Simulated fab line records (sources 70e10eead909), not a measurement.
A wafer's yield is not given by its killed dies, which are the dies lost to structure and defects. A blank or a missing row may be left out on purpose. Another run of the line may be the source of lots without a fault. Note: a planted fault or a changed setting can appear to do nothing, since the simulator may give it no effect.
Matching of chambers | flow nandHarc | NHARC_P_M0_ETCH_34 on rieDiel-06: 4 sister chambers
The step etches the open film in N2/H2, target depth 40 nm, overetch 12 nm, time 43.94 s. 14 wafers are shown with their chamber, then 7 later ones without.

WAFERS PAIRED WITH THEIR CHAMBERS
wafer  | chamber | showerheadPlenumPTorr (Torr) | drypumpMotorCurrentA (A) | rfVppV (V)
L077.1 | 1       | 2.00                         | 6.5                      | 429.5
L077.3 | 3       | 1.93                         | 5.5                      | 427.0
L077.4 | 0       | 1.99                         | 5.8                      | 428.9
L076.1 | 0       | 1.99                         | 5.8                      | 429.0
L076.2 | 1       | 2.00                         | 6.4                      | 429.5
L076.6 | 0       | 1.99                         | 5.8                      | 428.6
L080.4 | 1       | 1.99                         | 6.4                      | 428.9
L080.5 | 1       | 1.99                         | 6.5                      | 430.6
L080.6 | 2       | 2.11                         | 5.8                      | 432.6
L081.1 | 3       | 1.93                         | 5.5                      | 426.5
L081.2 | 2       | 2.11                         | 5.8                      | 432.0
L081.5 | 2       | 2.11                         | 5.8                      | 432.4
L082.2 | 1       | 1.99                         | 6.4                      | 429.9
L082.3 | 0       | 1.99                         | 5.8                      | 429.2

SIGNATURES (means of the wafers above)
reading               | chamber 0 | chamber 1 | chamber 2 | chamber 3 | scatter within a chamber
showerheadPlenumPTorr | 1.9900    | 1.9940    | 2.1100    | 1.9300    | 0.00346
drypumpMotorCurrentA  | 5.800     | 6.440     | 5.800     | 5.500     | 0.0346
rfVppV                | 428.925   | 429.680   | 432.333   | 426.750   | 0.455
Rule: a wafer lies at a distance from a chamber equal to the root of the sum of squares, over the readings, of (its reading less the chamber's mean, divided by the reading's scatter). If the next closest chamber is less than 2 further off than the closest, the wafer can't be placed; otherwise it belongs to the closest. The scatter is the square root of a quotient: the sum, over the shown wafers, of each reading's squared deviation from its chamber's mean, divided by wafers minus chambers.

WAFERS MISSING THEIR CHAMBER
wafer  | showerheadPlenumPTorr (Torr) | drypumpMotorCurrentA (A) | rfVppV (V)
L082.5 | 1.99                         | 6.4                      | 428.9
L085.2 | 1.99                         | 6.5                      | 429.8
L085.3 | 1.99                         | 5.8                      | 427.6
L085.6 | 2.10                         | 5.8                      | 430.6
L088.1 | 1.98                         | 5.8                      | 429.7
L088.2 | 2.10                         | 5.8                      | 431.5
L088.4 | 1.92                         | 5.5                      | 425.7

CHAMBER TAKEN BY EACH
wafer  | from the rows above | in truth
L082.5 | 1                   | 1
L085.2 | 1                   | 1
L085.3 | 0                   | 0
L085.6 | 2                   | 2
L088.1 | 0                   | 0
L088.2 | 2                   | 2
L088.4 | 3                   | 3
Correct placement for 7 of the 7. Left unplaced by these rows: 0. 0 placed wrongly.
